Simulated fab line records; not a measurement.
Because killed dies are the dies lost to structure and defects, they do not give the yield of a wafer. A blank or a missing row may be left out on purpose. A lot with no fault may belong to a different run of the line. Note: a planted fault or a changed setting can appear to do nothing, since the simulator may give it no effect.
fab line records	flow n5-finfet
[record] lots = 7	wafers = 21
route steps=1938 shown MOL_CONTACT_COAG@523 BEOL_M0_SAQP@643 BEOL_M2@884 BEOL_M3@974 BEOL_M4@1028
start-h: hours from the record's first day to the start of the lot's first wafer shown	wait-h: how many hours have passed since the lot's step before this one	" same as the row above	L1.1+2: a row that stands for several wafers	- either no value or no given start	* or withheld: withheld	< > ~ a bound
route shown NAME@n: NAME is a module with steps in the file, n the number in the route of the first one	usual: mean and standard deviation over wafers with no fault	same: alike in all rows	chamber/n: place in a boat	sites: per-site readings	_std_site: standard deviation of those values	_edge_site: the outer-site mean with the inner-site mean subtracted	radius-mm: how far each site lies from the wafer's centre	mask NAME#n: copy n	behind: the most recent tool/chamber to have shaped the wafer	hold: reason for holding the lot/hours on hold/outcome of the hold	device: transistor that didn't switch, given as n, p or np	end of line: at the end of the route, the tests of the same wafers	step lacking rows: just its recipe	killed: not the wafer's yield, but the dies lost to structure and defects at the first sort	map: shows each die of a wafer: x if killed, . if not, _ if none is there
set.NAME: setting as actually run; set.NAME@STEP: the setting as run at that earlier step	model.NAME: the simulator's own value behind a step, which no gauge read
lots with deliberately changed settings; one table per step, one row per wafer
[[steps]]
[step N5_MOL_CONTACT_COAG_EXPOSE_05]
[recipe] mask-id = CA	na = 0.33	source-shape = annular	sigma-inner = 0.4	sigma-outer = 0.8	polarization = unpolarized	defocus-nm = 0	dose-mj = 38.25
lot.wafer	tool	chamber	start-h	wait-h	mask	set.dose-mj
L074.1+5	euv-scanner-01	0	93.04	-	CA#0	38.25
L074.4	"	0	"	"	CA#0	36.17
L080.2+4	euv-scanner-02	0	122.77	-	CA#0	38.25
L080.5	"	0	"	"	CA#0	36.62
L081.2+5	euv-scanner-02	0	128.38	-	CA#0	38.25
L081.6	"	0	"	"	CA#0	37.37
L085.3+4	euv-scanner-01	0	160.69	-	CA#0	38.25
L085.6	"	0	"	"	CA#0	36.98
L087.1+2+4	euv-scanner-01	0	164.40	-	CA#0	38.25
L091.1+6	euv-scanner-01	0	191.63	-	CA#0	36
L091.2	"	0	"	"	CA#0	38.25
L095.2+3+6	euv-scanner-01	0	213.70	-	CA#0	38.25
[step N5_MOL_CONTACT_COAG_PEB_06]
[recipe] peb-temp-c = 100	peb-time-s = 60	resist = CAR-EUV
[step N5_MOL_CONTACT_COAG_DEVELOP_07]
[recipe] develop-time-s = 30	developer = TMAH	resist = CAR-EUV	rinse-liquid = surfactant-rinse	dry = air-spin	dev-temp-c = 23
[step N5_MOL_CONTACT_COAG_CD_MEAS_08]
[recipe] target-cd-nm = 28	landing-energy-ev = 500	detector = se-inlens	polarity = opening
[usual] cd-nm = 28.02/0.25
lot.wafer	tool	chamber	start-h	wait-h	set.dose-mj@MOL_CONTACT_COAG_EXPOSE_05	cd-nm
L074.1	cd-sem-01	0	93.17	-	38.25	28.48
L074.4	"	0	"	"	36.17	26.82
L074.5	"	0	"	"	38.25	27.88
L080.2	cd-sem-03	0	122.90	-	38.25	27.81
L080.4	"	0	"	"	38.25	27.59
L080.5	"	0	"	"	36.62	27.00
L081.2	cd-sem-02	0	128.50	-	38.25	27.93
L081.5	"	0	"	"	38.25	28.11
L081.6	"	0	"	"	37.37	27.37
L085.3	cd-sem-02	0	160.81	-	38.25	28.07
L085.4	"	0	"	"	38.25	27.90
L085.6	"	0	"	"	36.98	27.13
L087.1	cd-sem-02	0	164.53	-	38.25	27.85
L087.2	"	0	"	"	38.25	27.89
L087.4	"	0	"	"	38.25	28.06
L091.1	cd-sem-01	0	191.76	-	36	26.42
L091.2	"	0	"	"	38.25	27.98
L091.6	"	0	"	"	36	26.66
L095.2	cd-sem-02	0	213.83	-	38.25	27.64
L095.3	"	0	"	"	38.25	28.23
L095.6	"	0	"	"	38.25	27.91
[step N5_MOL_CONTACT_COAG_DESCUM_13]
[recipe] chemistry = O2	time-s = 7	source-power-w = 50	bias-power-w = 20	pressure-mtorr = 20	rf-frequency-hz = 2.712e+07	temp-c = 40	resist = CAR-EUV	o2-flow-sccm = 225
[step N5_MOL_CONTACT_COAG_ETCH_59]
[recipe] chemistry = N2/H2	target = underlayer	target-depth-a = 130	mask-material = CAR-EUV	time-s = 10.4	ion-energy-ev = 200	pressure-mtorr = 30	source-w = 840	bias-w = 150	n2-flow-sccm = 200	h2-flow-sccm = 200	ends = cleared
lot.wafer	tool	chamber	start-h	wait-h	set.dose-mj@MOL_CONTACT_COAG_EXPOSE_05	model.MOL_CONTACT_COAG.cd-offset-nm
L074.1	rie-diel-03	0	93.32	0.0	38.25	0.2
L074.4	"	3	"	"	36.17	-1.2
L074.5	"	1	"	"	38.25	0
L080.2+4	rie-diel-03	3,0	123.05	0.0	38.25	-0.2
L080.5	"	0	"	"	36.62	-1.2
L081.2	rie-diel-03	3	128.66	0.0	38.25	0
L081.5	"	2	"	"	38.25	0.2
L081.6	"	3	"	"	37.37	-0.4
L085.3+4	rie-diel-01	3	160.99	0.0	38.25	0
L085.6	"	1	"	"	36.98	-0.8
L087.1+4	rie-diel-03	0,1	164.70	0.0	38.25	0
L087.2	"	2	"	"	38.25	0.2
L091.1	rie-diel-02	0	191.92	0.0	36	-1.6
L091.2	"	2	"	"	38.25	-0.2
L091.6	"	3	"	"	36	-1.4
L095.2	rie-diel-01	2	214.21	0.0	38.25	0
L095.3+6	"	0,1	"	"	38.25	0.2
[step N5_MOL_CONTACT_COAG_ETCH_105]
[recipe] chemistry = CF4	target = SiARC	target-depth-a = 156	mask-material = CAR-EUV	time-s = 26	ion-energy-ev = 80	pressure-mtorr = 40	source-w = 545	bias-w = 36	Ar_flow_sccm = 100	cf4-flow-sccm = 100	ends = cleared
lot.wafer	tool	chamber	start-h	wait-h	set.dose-mj@MOL_CONTACT_COAG_EXPOSE_05	model.MOL_CONTACT_COAG.cd-offset-nm
L074.1	rie-diel-03	0	93.34	0.0	38.25	0.2
L074.4	"	3	"	"	36.17	-1.4
L074.5	"	1	"	"	38.25	0
L080.2+4	rie-diel-03	3,0	123.07	0.0	38.25	-0.2
L080.5	"	0	"	"	36.62	-1.2
L081.2	rie-diel-03	3	128.68	0.0	38.25	0
L081.5	"	2	"	"	38.25	0.2
L081.6	"	3	"	"	37.37	-0.6
L085.3	rie-diel-01	3	161.01	0.0	38.25	-0.2
L085.4	"	3	"	"	38.25	0
L085.6	"	1	"	"	36.98	-0.8
L087.1+4	rie-diel-03	0,1	164.72	0.0	38.25	0
L087.2	"	2	"	"	38.25	0.2
L091.1	rie-diel-02	0	191.94	0.0	36	-1.6
L091.2	"	2	"	"	38.25	-0.2
L091.6	"	3	"	"	36	-1.4
L095.2+3+6	rie-diel-01	2,0,1	214.23	0.0	38.25	0.2
[step N5_MOL_CONTACT_COAG_CONTACT_ETCH_14]
[recipe] chemistry = C4F6/O2	target = SiO2	target-depth-a = 275	overetch-a = 85	mask-material = SOC	pressure-mtorr = 30	source-w = 370	bias-w = 185	Ar_flow_sccm = 300	C4F6_flow_sccm = 16	O2_flow_sccm = 10	time-s = 20	ion-energy-ev = 259.6
[usual] rf-vpp-V = 692/3.1
lot.wafer	tool	chamber	start-h	wait-h	set.source-w	rf-vpp-V
L074.1	rie-diel-03	0	93.47	0.0	304.2	737
L074.4	"	3	"	"	370	693
L074.5	"	1	"	"	370	695
L080.2	rie-diel-03	3	123.20	0.0	425.1	662
L080.4	"	0	"	"	425.1	667
L080.5	"	0	"	"	370	692
L081.2	rie-diel-03	3	128.81	0.0	370	692
L081.5	"	2	"	"	370	689
L081.6	"	3	"	"	370	692
L085.3	rie-diel-01	3	161.14	0.0	370	698
L085.4	"	3	"	"	370	700
L085.6	"	1	"	"	396.3	675
L087.1	rie-diel-03	0	164.85	0.0	370	691
L087.2	"	2	"	"	370	689
L087.4	"	1	"	"	370	698
L091.1	rie-diel-02	0	192.07	0.0	370	694
L091.2	"	2	"	"	370	694
L091.6	"	3	"	"	370	692
L095.2	rie-diel-01	2	214.36	0.0	370	691
L095.3	"	0	"	"	325.1	719
L095.6	"	1	"	"	325.1	717
[step N5_MOL_CONTACT_COAG_STRIP_109]
[recipe] chemistry = C4F6/O2	resist = SiARC	rf-frequency-hz = 6e+07
[step N5_MOL_CONTACT_COAG_ETCH_15]
[recipe] chemistry = CH3F/O2	target = SiNx	target-depth-a = 70	mask-material = SOC	stop-on = Si:P	over-etch-frac = 0.75	ion-energy-ev = 120	pressure-mtorr = 30	source-w = 395	bias-w = 73	Ar_flow_sccm = 150	CH3F_flow_sccm = 30	O2_flow_sccm = 20
[step N5_MOL_CONTACT_COAG_ETCH_110]
[recipe] chemistry = CF4/O2	target = Si	target-depth-a = 25	time-s = 8	pressure-mtorr = 100	source-w = 200	bias-w = 12	ion-energy-ev = 60	Ar_flow_sccm = 100	cf4-flow-sccm = 100	O2_flow_sccm = 10
lot.wafer	tool	chamber	start-h	wait-h	set.dose-mj@MOL_CONTACT_COAG_EXPOSE_05	model.MOL_CONTACT_COAG.cd-offset-nm
L074.1+5	rie-diel-03	0,1	93.57	0.0	38.25	-0.2
L074.4	"	3	"	"	36.17	-1.6
L080.2	rie-diel-03	3	123.30	0.0	38.25	-0.2
L080.4	"	0	"	"	38.25	-0.4
L080.5	"	0	"	"	36.62	-1.4
L081.2	rie-diel-03	3	128.90	0.0	38.25	0
L081.5	"	2	"	"	38.25	0.2
L081.6	"	3	"	"	37.37	-0.6
L085.3	rie-diel-01	3	161.24	0.0	38.25	0.2
L085.4	"	3	"	"	38.25	0.4
L085.6	"	1	"	"	36.98	-0.8
L087.1	rie-diel-03	0	164.94	0.0	38.25	-0.2
L087.2+4	"	2,1	"	"	38.25	0
L091.1	rie-diel-02	0	192.16	0.0	36	-1.4
L091.2	"	2	"	"	38.25	-0.2
L091.6	"	3	"	"	36	-1.6
L095.2+3	rie-diel-01	2,0	214.45	0.0	38.25	0.4
L095.6	"	1	"	"	38.25	0.6
[step N5_MOL_CONTACT_COAG_STRIP_98]
[recipe] chemistry = N2/H2	power-w = 500	temp-c = 40	pressure-mtorr = 50	rf-frequency-hz = 6e+07	overash-fraction = 0.3	bias-power-w = 8	h2-frac = 0.5	n2-flow-sccm = 300	h2-flow-sccm = 300
[step N5_MOL_CONTACT_COAG_CD_MEAS_99]
[recipe] target-cd-nm = 17.2	polarity = opening
[usual] cd-nm = 17.2/0.33
lot.wafer	tool	chamber	start-h	wait-h	set.dose-mj@MOL_CONTACT_COAG_EXPOSE_05	cd-nm
L074.1	cd-sem-01	-	93.69	-	38.25	17.4
L074.4	"	-	"	"	36.17	15.4
L074.5	"	-	"	"	38.25	16.8
L080.2	cd-sem-02	-	123.42	-	38.25	16.9
L080.4	"	-	"	"	38.25	16.9
L080.5	"	-	"	"	36.62	16.0
L081.2	cd-sem-01	-	129.02	-	38.25	17.1
L081.5	"	-	"	"	38.25	17.5
L081.6	"	-	"	"	37.37	16.7
L085.3	cd-sem-03	-	161.36	-	38.25	17.0
L085.4	"	-	"	"	38.25	17.5
L085.6	"	-	"	"	36.98	16.5
L087.1	cd-sem-03	-	165.06	-	38.25	16.6
L087.2	"	-	"	"	38.25	17.1
L087.4	"	-	"	"	38.25	17.3
L091.1	cd-sem-01	-	192.28	-	36	15.8
L091.2	"	-	"	"	38.25	17.1
L091.6	"	-	"	"	36	15.6
L095.2	cd-sem-03	-	214.57	-	38.25	17.5
L095.3	"	-	"	"	38.25	17.8
L095.6	"	-	"	"	38.25	18.0
[step N5_MOL_CONTACT_COAG_VIA_ETCH_117]
[recipe] chemistry = C4F6/O2	target-depth-a = 400	overetch-a = 80	mask-material = SOC	target = SiO2	bias-w = 455	pressure-mtorr = 10	time-s = 26	source-w = 325	Ar_flow_sccm = 300	C4F6_flow_sccm = 10	O2_flow_sccm = 10	ion-energy-ev = 575.3	ends = end-point
[usual] rf-vpp-V = 1579/15
lot.wafer	tool	chamber	start-h	wait-h	set.bias-w	rf-vpp-V
L074.1	rie-diel-02	3	105.67	0.0	409.4	1478
L074.4	"	0	"	"	409.4	1460
L074.5	"	2	"	"	409.4	1454
L080.2	rie-diel-01	2	135.18	0.0	455	1554
L080.4	"	3	"	"	532.4	1798
L080.5	"	0	"	"	455	1570
L081.2	rie-diel-02	2	138.76	0.0	420.4	1483
L081.5	"	1	"	"	455	1580
L081.6	"	0	"	"	455	1581
L085.3	rie-diel-02	1	173.60	0.0	376.5	1369
L085.4	"	3	"	"	455	1598
L085.6	"	2	"	"	376.5	1363
L087.1	rie-diel-02	3	175.43	0.0	455	1598
L087.2	"	1	"	"	455	1580
L087.4	"	3	"	"	455	1599
L091.1	rie-diel-01	1	203.40	0.0	455	1564
L091.2	"	0	"	"	455	1568
L091.6	"	0	"	"	455	1567
L095.2	rie-diel-01	1	224.97	0.0	417.3	1467
L095.3	"	2	"	"	417.3	1454
L095.6	"	1	"	"	455	1564
[step N5_BEOL_M0_SAQP_COAT_08]
[recipe] resist = CAR-ArF	spin-rpm = 1500	resist-thk-nm = 90
lot.wafer	tool	chamber	start-h	wait-h	set.spin-rpm	model.CAR-ArF_of_BEOL_M0_SAQP_COAT_08.thk-nm
L074.1	litho-track-05	0	-	-	1500	90
L074.4	"	0	"	"	1332	95.2
L074.5	"	0	"	"	1500	89.8
L080.2	litho-track-05	0	-	-	1500	89.6
L080.4+5	"	0	"	"	1500	89.8
L081.2	litho-track-05	0	-	-	1500	90
L081.5	"	0	"	"	1500	89.6
L081.6	"	0	"	"	1500	89.8
L085.3+4+6	litho-track-01	0	-	-	1500	90
L087.1	litho-track-04	0	-	-	1500	90
L087.2	"	0	"	"	1500	89.8
L087.4	"	0	"	"	1500	89.6
L091.1	litho-track-01	0	-	-	1500	89.8
L091.2	"	0	"	"	1629	86.4
L091.6	"	0	"	"	1629	86.2
L095.2+3+6	litho-track-01	0	-	-	1500	89.6
[step N5_BEOL_M0_SAQP_EBR_10]
[recipe] solvent = PGMEA	ebr-width-mm = 1.5
[step N5_BEOL_M0_SAQP_SOFTBAKE_09]
[recipe] temp-c = 110	time-s = 60	resist = CAR-ArF
[step N5_BEOL_M0_SAQP_DESCUM_19]
[recipe] chemistry = O2	time-s = 7.9	source-power-w = 50	bias-power-w = 20	pressure-mtorr = 20	rf-frequency-hz = 2.712e+07	temp-c = 40	resist = CAR-ArF	o2-flow-sccm = 225
lot.wafer	tool	chamber	start-h	wait-h	set.spin-rpm@BEOL_M0_SAQP_COAT_08	model.CAR-ArF_of_BEOL_M0_SAQP_COAT_08.thk-nm
L074.1+5	rie-diel-06	0,1	113.87	0.1	1500	83.4
L074.4	"	2	"	"	1332	88.8
L080.2+4+5	rie-diel-04	1,2,1	140.66	0.0	1500	83.2
L081.2	rie-diel-04	2	145.31	0.0	1500	83.4
L081.5+6	"	0,2	"	"	1500	83.2
L085.3+4	rie-diel-06	2,3	182.09	0.0	1500	83.6
L085.6	"	0	"	"	1500	83.4
L087.1+2	rie-diel-06	3,2	182.34	0.1	1500	83.4
L087.4	"	2	"	"	1500	83
L091.1	rie-diel-05	0	209.40	0.1	1500	83.4
L091.2+6	"	2,3	"	"	1629	79.8
L095.2+3+6	rie-diel-04	0,3,2	244.97	0.0	1500	83
[step N5_BEOL_M0_SAQP_ETCH_83]
[recipe] chemistry = CF4	target = SiARC	target-depth-a = 390	mask-material = CAR-ArF	time-s = 65	ion-energy-ev = 80	pressure-mtorr = 40	source-w = 545	bias-w = 36	Ar_flow_sccm = 100	cf4-flow-sccm = 100	ends = cleared
lot.wafer	tool	chamber	start-h	wait-h	set.spin-rpm@BEOL_M0_SAQP_COAT_08	model.CAR-ArF_of_BEOL_M0_SAQP_COAT_08.thk-nm
L074.1+5	rie-diel-06	0,1	113.90	0.0	1500	55.4
L074.4	"	2	"	"	1332	61
L080.2	rie-diel-04	1	140.69	0.0	1500	55.2
L080.4+5	"	2,1	"	"	1500	55.4
L081.2	rie-diel-04	2	145.35	0.0	1500	55.6
L081.5+6	"	0,2	"	"	1500	55.2
L085.3+4	rie-diel-06	2,3	182.12	0.0	1500	55.6
L085.6	"	0	"	"	1500	55.4
L087.1	rie-diel-06	3	182.38	0.0	1500	55.6
L087.2	"	2	"	"	1500	55.4
L087.4	"	2	"	"	1500	55.2
L091.1	rie-diel-05	0	209.43	0.0	1500	55.4
L091.2+6	"	2,3	"	"	1629	51.8
L095.2+3+6	rie-diel-04	0,3,2	245.00	0.0	1500	55.2
[step N5_BEOL_M2_ETCH_70]
[recipe] chemistry = N2/H2	target = SOC	target-depth-a = 800	overetch-a = 240	mask-material = SiARC	temp-c = 40	time-s = 130	ion-energy-ev = 200	pressure-mtorr = 30	source-w = 840	bias-w = 150	n2-flow-sccm = 200	h2-flow-sccm = 200
[usual] rf-vpp-V = 524.0/2.4
lot.wafer	tool	chamber	start-h	wait-h	set.bias-w	rf-vpp-V	model.SiARC_of_BEOL_M2_COAT_68.thk-nm
L074.1	rie-diel-01	0	139.39	0.0	175.3	579.7	4.8
L074.4	"	1	"	"	175.3	577.3	4.6
L074.5	"	1	"	"	150	521.5	5.8
L080.2	rie-diel-01	3	166.65	0.0	135.5	494.2	6.4
L080.4	"	2	"	"	135.5	490.5	6.6
L080.5	"	1	"	"	135.5	489.7	6.4
L081.2	rie-diel-02	3	172.27	0.0	150	525.2	5.8
L081.5	"	0	"	"	150	525.7	5.8
L081.6	"	3	"	"	133.8	488.7	6.6
L085.3	rie-diel-03	0	207.93	0.0	150	522.2	5.8
L085.4	"	2	"	"	130	476.5	6.8
L085.6	"	1	"	"	150	526.0	5.8
L087.1	rie-diel-03	1	217.99	0.0	150	527.5	5.8
L087.2	"	2	"	"	150	521.2	5.8
L087.4	"	0	"	"	150	523.6	5.8
L091.1	rie-diel-01	1	233.53	0.0	150	521.9	5.6
L091.2	"	0	"	"	127	473.3	7
L091.6	"	0	"	"	150	525.1	5.8
L095.2	rie-diel-03	2	277.91	0.0	150	519.4	5.8
L095.3	"	3	"	"	150	523.1	5.8
L095.6	"	0	"	"	133.9	487.0	6.8
[step N5_BEOL_M3_ETCH_70]
[recipe] chemistry = N2/H2	target = SOC	target-depth-a = 800	overetch-a = 160	mask-material = SiARC	temp-c = 40	time-s = 120	ion-energy-ev = 200	pressure-mtorr = 30	source-w = 840	bias-w = 150	n2-flow-sccm = 200	h2-flow-sccm = 200
lot.wafer	tool	chamber	start-h	wait-h	set.time-s	model.SiARC_of_BEOL_M3_COAT_68.thk-nm
L074.1	rie-diel-04	1	147.15	0.0	138	5.4
L074.4	"	2	"	"	138	5.6
L074.5	"	0	"	"	120	6.2
L080.2+5	rie-diel-06	2,0	177.53	0.0	120	6.2
L080.4	"	3	"	"	96.49	7.4
L081.2	rie-diel-06	3	181.70	0.0	93.06	7.6
L081.5+6	"	3,0	"	"	93.06	7.8
L085.3+4	rie-diel-06	1,3	220.33	0.0	96.31	7.6
L085.6	"	1	"	"	120	6.6
L087.1+2	rie-diel-04	2,0	225.17	0.0	120	6.2
L087.4	"	1	"	"	120	6.4
L091.1+2	rie-diel-04	1,3	243.45	0.0	120	6.4
L091.6	"	3	"	"	120	6.6
L095.2	rie-diel-06	1	286.96	0.0	137.8	5.8
L095.3	"	0	"	"	120	6.2
L095.6	"	0	"	"	137.8	5.4
[step N5_BEOL_M3_TRENCH_ETCH_37]
[recipe] chemistry = C4F6/O2	target-depth-a = 555.55	target = SiOC	time-s = 29.2	ion-energy-ev = 250	pressure-mtorr = 30	source-w = 355	bias-w = 185	Ar_flow_sccm = 300	C4F6_flow_sccm = 10	O2_flow_sccm = 10
[usual] rf-vpp-V = 669/8.3
lot.wafer	tool	chamber	start-h	wait-h	set.source-w	rf-vpp-V
L074.1	rie-diel-04	1	-	-	355	678
L074.4	"	2	"	"	355	662
L074.5	"	0	"	"	330	695
L080.2	rie-diel-06	2	-	-	355	678
L080.4	"	3	"	"	355	676
L080.5	"	0	"	"	355	672
L081.2	rie-diel-06	3	-	-	325.3	708
L081.5	"	3	"	"	355	676
L081.6	"	0	"	"	325.3	703
L085.3	rie-diel-06	1	-	-	307.8	709
L085.4	"	3	"	"	307.8	728
L085.6	"	1	"	"	355	658
L087.1	rie-diel-04	2	-	-	355	656
L087.2	"	0	"	"	355	668
L087.4	"	1	"	"	355	678
L091.1	rie-diel-04	1	-	-	311.4	724
L091.2	"	3	"	"	355	657
L091.6	"	3	"	"	311.4	701
L095.2	rie-diel-06	1	-	-	355	661
L095.3	"	0	"	"	355	671
L095.6	"	0	"	"	355	673
[step N5_BEOL_M4_COAT_05]
[recipe] resist = CAR-EUV	spin-rpm = 1500	resist-thk-nm = 30
lot.wafer	tool	chamber	start-h	wait-h	set.spin-rpm	model.CAR-EUV_of_BEOL_M4_COAT_05.thk-nm
L074.1+5	litho-track-04	0	-	-	1500	30
L074.4	"	0	"	"	1375	31.2
L080.2+5	litho-track-01	0	-	-	1500	30
L080.4	"	0	"	"	1457	30.4
L081.2	litho-track-01	0	-	-	1500	30
L081.5+6	"	0	"	"	1610	29
L085.3+6	litho-track-01	0	-	-	1398	31
L085.4	"	0	"	"	1500	30
L087.1+2+4	litho-track-01	0	-	-	1500	30
L091.1	litho-track-05	0	-	-	1500	30
L091.2+6	"	0	"	"	1379	31.2
L095.2+3	litho-track-01	0	-	-	1500	30
L095.6	"	0	"	"	1500	29.8
[step N5_BEOL_M4_EBR_07]
[recipe] solvent = PGMEA	ebr-width-mm = 1.5
[step N5_BEOL_M4_SOFTBAKE_06]
[recipe] temp-c = 110	time-s = 60	resist = CAR-EUV
[step N5_BEOL_M4_EXPOSE_08]
[recipe] mask-id = M4	na = 0.33	source-shape = dipole	sigma-inner = 0.369	sigma-outer = 0.767	polarization = unpolarized	dose-mj = 41.25
[step N5_BEOL_M4_PEB_09]
[recipe] peb-temp-c = 100	peb-time-s = 60	resist = CAR-EUV
[step N5_BEOL_M4_DEVELOP_10]
[recipe] develop-time-s = 30	developer = TMAH	resist = CAR-EUV	rinse-liquid = surfactant-rinse	dry = air-spin	dev-temp-c = 23
lot.wafer	tool	chamber	start-h	wait-h	set.spin-rpm@BEOL_M4_COAT_05	model.CAR-EUV_of_BEOL_M4_COAT_05.thk-nm
L074.1+5	litho-track-01	0	-	-	1500	29.6
L074.4	"	0	"	"	1375	30.8
L080.2+5	litho-track-04	0	-	-	1500	29.6
L080.4	"	0	"	"	1457	30
L081.2	litho-track-01	0	-	-	1500	29.6
L081.5	"	0	"	"	1610	28.4
L081.6	"	0	"	"	1610	28.6
L085.3	litho-track-01	0	-	-	1398	30.6
L085.4	"	0	"	"	1500	29.4
L085.6	"	0	"	"	1398	30.4
L087.1	litho-track-05	0	-	-	1500	29.4
L087.2+4	"	0	"	"	1500	29.6
L091.1	litho-track-01	0	-	-	1500	29.6
L091.2+6	"	0	"	"	1379	30.8
L095.2	litho-track-04	0	-	-	1500	29.6
L095.3+6	"	0	"	"	1500	29.4
[[key]]
[split] step = N5_MOL_CONTACT_COAG_EXPOSE_05	setting = dose-mj	stated = 38.25	by = wafer
[response] step = N5_MOL_CONTACT_COAG_CD_MEAS_08	reading = cd-nm	change = +0.235	per = 1%	r = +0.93
[response] step = N5_MOL_CONTACT_COAG_ETCH_59	reading = model.MOL_CONTACT_COAG.cd-offset-nm	change = +0.231	per = 1%	r = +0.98
[response] step = N5_MOL_CONTACT_COAG_ETCH_105	reading = model.MOL_CONTACT_COAG.cd-offset-nm	change = +0.243	per = 1%	r = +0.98
[response] step = N5_MOL_CONTACT_COAG_ETCH_110	reading = model.MOL_CONTACT_COAG.cd-offset-nm	change = +0.256	per = 1%	r = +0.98
[response] step = N5_MOL_CONTACT_COAG_CD_MEAS_99	reading = cd-nm	change = +0.255	per = 1%	r = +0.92
[split] step = N5_MOL_CONTACT_COAG_CONTACT_ETCH_14	setting = source-w	stated = 370	by = wafer
[response] step = N5_MOL_CONTACT_COAG_CONTACT_ETCH_14	reading = rf-vpp-V	change = -2.26	per = 1%	r = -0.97
[split] step = N5_MOL_CONTACT_COAG_VIA_ETCH_117	setting = bias-w	stated = 455	by = wafer
[response] step = N5_MOL_CONTACT_COAG_VIA_ETCH_117	reading = rf-vpp-V	change = +13.5	per = 1%	r = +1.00
[split] step = N5_BEOL_M0_SAQP_COAT_08	setting = spin-rpm	stated = 1500	by = wafer
[response] step = N5_BEOL_M0_SAQP_COAT_08	reading = model.CAR-ArF_of_BEOL_M0_SAQP_COAT_08.thk-nm	change = -0.449	per = 1%	r = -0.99
[response] step = N5_BEOL_M0_SAQP_DESCUM_19	reading = model.CAR-ArF_of_BEOL_M0_SAQP_COAT_08.thk-nm	change = -0.459	per = 1%	r = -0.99
[response] step = N5_BEOL_M0_SAQP_ETCH_83	reading = model.CAR-ArF_of_BEOL_M0_SAQP_COAT_08.thk-nm	change = -0.47	per = 1%	r = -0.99
[split] step = N5_BEOL_M2_ETCH_70	setting = bias-w	stated = 150	by = wafer
[response] step = N5_BEOL_M2_ETCH_70	reading = rf-vpp-V	change = +3.37	per = 1%	r = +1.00
[response] step = N5_BEOL_M2_ETCH_70	reading = model.SiARC_of_BEOL_M2_COAT_68.thk-nm	change = -0.0766	per = 1%	r = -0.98
[split] step = N5_BEOL_M3_ETCH_70	setting = time-s	stated = 120	by = wafer
[response] step = N5_BEOL_M3_ETCH_70	reading = model.SiARC_of_BEOL_M3_COAT_68.thk-nm	change = -0.0514	per = 1%	r = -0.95
[split] step = N5_BEOL_M3_TRENCH_ETCH_37	setting = source-w	stated = 355	by = wafer
[response] step = N5_BEOL_M3_TRENCH_ETCH_37	reading = rf-vpp-V	change = -4.3	per = 1%	r = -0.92
[split] step = N5_BEOL_M4_COAT_05	setting = spin-rpm	stated = 1500	by = wafer
[response] step = N5_BEOL_M4_COAT_05	reading = model.CAR-EUV_of_BEOL_M4_COAT_05.thk-nm	change = -0.144	per = 1%	r = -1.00
[response] step = N5_BEOL_M4_DEVELOP_10	reading = model.CAR-EUV_of_BEOL_M4_COAT_05.thk-nm	change = -0.15	per = 1%	r = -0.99
